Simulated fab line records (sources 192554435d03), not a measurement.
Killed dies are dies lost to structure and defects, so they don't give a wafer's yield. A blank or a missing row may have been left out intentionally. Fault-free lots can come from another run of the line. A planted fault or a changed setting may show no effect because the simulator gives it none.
Matching of chambers / flow n5 finfet / 4 sister chambers for N5_GATE_CUT_ETCH_58 on rie diel-03
The step etches SiNx in CH3F/O2, target depth 17 nm, time 128.6 s. 16 wafers are shown with their chamber, then 8 later ones without.

== WAFERS PAIRED WITH THEIR CHAMBERS ==
wafer=L075.2; chamber=0; showerhead plenum p Torr (Torr)=2.06; drypump motor current A (A)=5.1; oes product au (a.u.)=0.74
wafer=L075.4; chamber=2; showerhead plenum p Torr (Torr)=2.05; drypump motor current A (A)=5.6; oes product au (a.u.)=0.68
wafer=L075.5; chamber=2; showerhead plenum p Torr (Torr)=2.05; drypump motor current A (A)=5.7; oes product au (a.u.)=0.69
wafer=L076.3; chamber=1; showerhead plenum p Torr (Torr)=1.97; drypump motor current A (A)=6.4; oes product au (a.u.)=0.70
wafer=L076.4; chamber=2; showerhead plenum p Torr (Torr)=2.05; drypump motor current A (A)=5.6; oes product au (a.u.)=0.68
wafer=L076.5; chamber=1; showerhead plenum p Torr (Torr)=1.97; drypump motor current A (A)=6.3; oes product au (a.u.)=0.69
wafer=L078.1; chamber=2; showerhead plenum p Torr (Torr)=2.05; drypump motor current A (A)=5.6; oes product au (a.u.)=0.68
wafer=L078.4; chamber=0; showerhead plenum p Torr (Torr)=2.06; drypump motor current A (A)=5.1; oes product au (a.u.)=0.75
wafer=L078.5; chamber=0; showerhead plenum p Torr (Torr)=2.06; drypump motor current A (A)=5.1; oes product au (a.u.)=0.75
wafer=L084.3; chamber=0; showerhead plenum p Torr (Torr)=2.06; drypump motor current A (A)=5.1; oes product au (a.u.)=0.73
wafer=L084.5; chamber=1; showerhead plenum p Torr (Torr)=1.97; drypump motor current A (A)=6.3; oes product au (a.u.)=0.68
wafer=L084.6; chamber=2; showerhead plenum p Torr (Torr)=2.05; drypump motor current A (A)=5.6; oes product au (a.u.)=0.67
wafer=L088.1; chamber=2; showerhead plenum p Torr (Torr)=2.04; drypump motor current A (A)=5.6; oes product au (a.u.)=0.67
wafer=L088.3; chamber=0; showerhead plenum p Torr (Torr)=2.06; drypump motor current A (A)=5.1; oes product au (a.u.)=0.74
wafer=L088.6; chamber=3; showerhead plenum p Torr (Torr)=2.05; drypump motor current A (A)=5.1; oes product au (a.u.)=0.85
wafer=L093.1; chamber=1; showerhead plenum p Torr (Torr)=1.97; drypump motor current A (A)=6.4; oes product au (a.u.)=0.98

SIGNATURES (averages over the wafers above)
reading=showerhead plenum p Torr; chamber 0=2.0600; chamber 1=1.9700; chamber 2=2.0483; chamber 3=2.0500; scatter within a chamber=0.00264
reading=drypump motor current A; chamber 0=5.100; chamber 1=6.350; chamber 2=5.617; chamber 3=5.100; scatter within a chamber=0.0391
reading=oes product au; chamber 0=0.7420; chamber 1=0.7625; chamber 2=0.6783; chamber 3=0.8500; scatter within a chamber=0.0729
Rule: a wafer lies at a distance from a chamber equal to the root of the sum of squares, over the readings, of (its reading less the chamber's mean, divided by the reading's scatter). If the next closest chamber is less than 2 further off than the closest, the wafer can't be placed; otherwise it belongs to the closest. The scatter: take each reading less its chamber's mean, square it, sum over the shown wafers, divide by the number of wafers less the number of chambers, and take the root.

== WAFERS WITHOUT THEIR CHAMBER ==
wafer=L093.2; showerhead plenum p Torr (Torr)=2.05; drypump motor current A (A)=5.1; oes product au (a.u.)=0.74
wafer=L093.6; showerhead plenum p Torr (Torr)=2.05; drypump motor current A (A)=5.1; oes product au (a.u.)=0.73
wafer=L094.1; showerhead plenum p Torr (Torr)=2.04; drypump motor current A (A)=5.6; oes product au (a.u.)=0.67
wafer=L094.2; showerhead plenum p Torr (Torr)=2.04; drypump motor current A (A)=5.1; oes product au (a.u.)=0.83
wafer=L094.6; showerhead plenum p Torr (Torr)=2.05; drypump motor current A (A)=5.1; oes product au (a.u.)=0.73
wafer=L097.1; showerhead plenum p Torr (Torr)=2.05; drypump motor current A (A)=5.1; oes product au (a.u.)=0.72
wafer=L097.2; showerhead plenum p Torr (Torr)=1.97; drypump motor current A (A)=6.3; oes product au (a.u.)=0.94
wafer=L097.4; showerhead plenum p Torr (Torr)=2.04; drypump motor current A (A)=5.7; oes product au (a.u.)=0.66

== WHICH CHAMBER EACH ONE RAN IN ==
wafer=L093.2; from the rows above=3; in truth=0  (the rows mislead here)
wafer=L093.6; from the rows above=3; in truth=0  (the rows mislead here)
wafer=L094.1; from the rows above=2; in truth=2
wafer=L094.2; from the rows above=3; in truth=3
wafer=L094.6; from the rows above=3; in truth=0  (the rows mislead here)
wafer=L097.1; from the rows above=3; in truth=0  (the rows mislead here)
wafer=L097.2; from the rows above=1; in truth=1
wafer=L097.4; from the rows above=2; in truth=2
Correctly placed: 4 of 8. Can't be placed from these rows: 0. 4 placed wrongly.
